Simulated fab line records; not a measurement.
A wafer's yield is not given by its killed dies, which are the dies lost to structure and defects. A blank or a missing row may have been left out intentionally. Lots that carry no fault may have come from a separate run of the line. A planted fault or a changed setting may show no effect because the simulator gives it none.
Lot-split experiment / flow n5-finfet / 21 wafers read across 7 lots, on a route 1938 steps long

SPLIT DETAILS
At N5_MOL_CONTACT_COAG_ETCH_91 (etches SOC in N2/H2, target depth 60 nm, overetch 21 nm, time 101.2 s), the setting time-s was moved away from the recipe's 101.2 s on 7 of the 21 wafers read, by -22.2% to +20.1%. The other wafers ran this setting at the recipe's value.

The split's own step is where the reading is taken.

THE READING
SiARC_of_MOL_CONTACT_COAG_COAT_76.thk-nm (the simulator's own value, which no gauge read), in nm, at N5_MOL_CONTACT_COAG_ETCH_91 (etches SOC in N2/H2, target depth 60 nm, overetch 21 nm, time 101.2 s). There is no usual value for it anywhere in the file.

wafer=L075.3; tool, chamber at the split=rie-diel-04, 3,2,1; time-s as run, s=78.75; against the recipe=-22.2%; SiARC_of_MOL_CONTACT_COAG_COAT_76.thk-nm, nm=6.8; against lot-mates on the recipe=no lot-mate on the recipe
wafer=L075.4; tool, chamber at the split=rie-diel-04, 3,2,1; time-s as run, s=78.75; against the recipe=-22.2%; SiARC_of_MOL_CONTACT_COAG_COAT_76.thk-nm, nm=6.8; against lot-mates on the recipe=no lot-mate on the recipe
wafer=L075.6; tool, chamber at the split=rie-diel-04, 3,2,1; time-s as run, s=78.75; against the recipe=-22.2%; SiARC_of_MOL_CONTACT_COAG_COAT_76.thk-nm, nm=6.8; against lot-mates on the recipe=no lot-mate on the recipe
wafer=L076.3; tool, chamber at the split=rie-diel-04, 0,3; time-s as run, s=101.2; against the recipe=recipe; SiARC_of_MOL_CONTACT_COAG_COAT_76.thk-nm, nm=5.8; against lot-mates on the recipe=-
wafer=L076.5; tool, chamber at the split=rie-diel-04, 0,3; time-s as run, s=101.2; against the recipe=recipe; SiARC_of_MOL_CONTACT_COAG_COAT_76.thk-nm, nm=5.8; against lot-mates on the recipe=-
wafer=L076.6; tool, chamber at the split=rie-diel-04, 2; time-s as run, s=121.5; against the recipe=+20.1%; SiARC_of_MOL_CONTACT_COAG_COAT_76.thk-nm, nm=5.2; against lot-mates on the recipe=-0.6
wafer=L080.1; tool, chamber at the split=rie-diel-05, 0,1; time-s as run, s=101.2; against the recipe=recipe; SiARC_of_MOL_CONTACT_COAG_COAT_76.thk-nm, nm=5.8; against lot-mates on the recipe=-
wafer=L080.2; tool, chamber at the split=rie-diel-05, 0,1; time-s as run, s=101.2; against the recipe=recipe; SiARC_of_MOL_CONTACT_COAG_COAT_76.thk-nm, nm=5.8; against lot-mates on the recipe=-
wafer=L080.3; tool, chamber at the split=rie-diel-05, 3; time-s as run, s=114.8; against the recipe=+13.4%; SiARC_of_MOL_CONTACT_COAG_COAT_76.thk-nm, nm=5.2; against lot-mates on the recipe=-0.6
wafer=L081.1; tool, chamber at the split=rie-diel-04, 1,0,3; time-s as run, s=101.2; against the recipe=recipe; SiARC_of_MOL_CONTACT_COAG_COAT_76.thk-nm, nm=5.8; against lot-mates on the recipe=-
wafer=L081.2; tool, chamber at the split=rie-diel-04, 1,0,3; time-s as run, s=101.2; against the recipe=recipe; SiARC_of_MOL_CONTACT_COAG_COAT_76.thk-nm, nm=5.8; against lot-mates on the recipe=-
wafer=L081.4; tool, chamber at the split=rie-diel-04, 1,0,3; time-s as run, s=101.2; against the recipe=recipe; SiARC_of_MOL_CONTACT_COAG_COAT_76.thk-nm, nm=5.8; against lot-mates on the recipe=-
wafer=L083.2; tool, chamber at the split=rie-diel-03, 1,2; time-s as run, s=101.2; against the recipe=recipe; SiARC_of_MOL_CONTACT_COAG_COAT_76.thk-nm, nm=5.8; against lot-mates on the recipe=-
wafer=L083.6; tool, chamber at the split=rie-diel-03, 1,2; time-s as run, s=101.2; against the recipe=recipe; SiARC_of_MOL_CONTACT_COAG_COAT_76.thk-nm, nm=5.8; against lot-mates on the recipe=-
wafer=L083.5; tool, chamber at the split=rie-diel-03, 1; time-s as run, s=94.34; against the recipe=-6.8%; SiARC_of_MOL_CONTACT_COAG_COAT_76.thk-nm, nm=6.2; against lot-mates on the recipe=+0.4
wafer=L085.4; tool, chamber at the split=rie-diel-04, 0,3; time-s as run, s=101.2; against the recipe=recipe; SiARC_of_MOL_CONTACT_COAG_COAT_76.thk-nm, nm=5.8; against lot-mates on the recipe=-
wafer=L085.6; tool, chamber at the split=rie-diel-04, 0,3; time-s as run, s=101.2; against the recipe=recipe; SiARC_of_MOL_CONTACT_COAG_COAT_76.thk-nm, nm=5.8; against lot-mates on the recipe=-
wafer=L085.5; tool, chamber at the split=rie-diel-04, 2; time-s as run, s=114.4; against the recipe=+13.0%; SiARC_of_MOL_CONTACT_COAG_COAT_76.thk-nm, nm=5.4; against lot-mates on the recipe=-0.4
wafer=L092.2; tool, chamber at the split=rie-diel-05, 2,3,0; time-s as run, s=101.2; against the recipe=recipe; SiARC_of_MOL_CONTACT_COAG_COAT_76.thk-nm, nm=5.8; against lot-mates on the recipe=-
wafer=L092.5; tool, chamber at the split=rie-diel-05, 2,3,0; time-s as run, s=101.2; against the recipe=recipe; SiARC_of_MOL_CONTACT_COAG_COAT_76.thk-nm, nm=5.8; against lot-mates on the recipe=-
wafer=L092.6; tool, chamber at the split=rie-diel-05, 2,3,0; time-s as run, s=101.2; against the recipe=recipe; SiARC_of_MOL_CONTACT_COAG_COAT_76.thk-nm, nm=5.8; against lot-mates on the recipe=-
The file does not say which wafer passed through which chamber wherever a row lists several chambers: such a row stands for several wafers.

FIT RESULTS
A straight line over all 21 wafers: SiARC_of_MOL_CONTACT_COAG_COAT_76.thk-nm changes by -0.0412 nm for each +1% of time-s; r = -0.99; the points scatter about the line by 0.067 nm.
The same after taking each lot's own level away (the mean of its wafers on the recipe; 18 wafers): -0.0357 nm for each +1%; r = -0.97; scatter 0.058 nm.
That fit puts the effect of the largest move of time-s on the reading at 0.79 nm.
The lots' own levels span 5.80 to 5.80 nm.
So the lot-to-lot level changes the slope: the two fits differ.
Check: -0.809 nm against its lot-mates is what the line predicts for one of the wafers moved furthest among these (+20.1%) when that wafer is left out of the fit. Against them it came out at -0.6 nm.

OTHER SPLITS ON THESE WAFERS
These wafers also went through other splits before the reading. Each is held against what the fit with the lots' levels taken away leaves over:
other split on the same wafers=N5_SD_EPI_N_EPI_21 epi-growth-time-s; wafers away from the commonest value=9; r with SiARC_of_MOL_CONTACT_COAG_COAT_76.thk-nm (lot level and that fit taken away)=-0.10
other split on the same wafers=N5_SD_EPI_P_COAT_34 spin-rpm; wafers away from the commonest value=7; r with SiARC_of_MOL_CONTACT_COAG_COAT_76.thk-nm (lot level and that fit taken away)=+0.44
other split on the same wafers=N5_SDB_ALD_29 ald-cycles; wafers away from the commonest value=8; r with SiARC_of_MOL_CONTACT_COAG_COAT_76.thk-nm (lot level and that fit taken away)=+0.05
other split on the same wafers=N5_HKMG_FIN_ETCH_32 bias-w; wafers away from the commonest value=9; r with SiARC_of_MOL_CONTACT_COAG_COAT_76.thk-nm (lot level and that fit taken away)=-0.02
other split on the same wafers=N5_GATE_CUT_ALD_22 ald-cycles; wafers away from the commonest value=11; r with SiARC_of_MOL_CONTACT_COAG_COAT_76.thk-nm (lot level and that fit taken away)=+0.37

THE FILE'S OWN FIT
SiARC_of_MOL_CONTACT_COAG_COAT_76.thk-nm changes by -0.0351 nm for each +1% of time-s, r = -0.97.
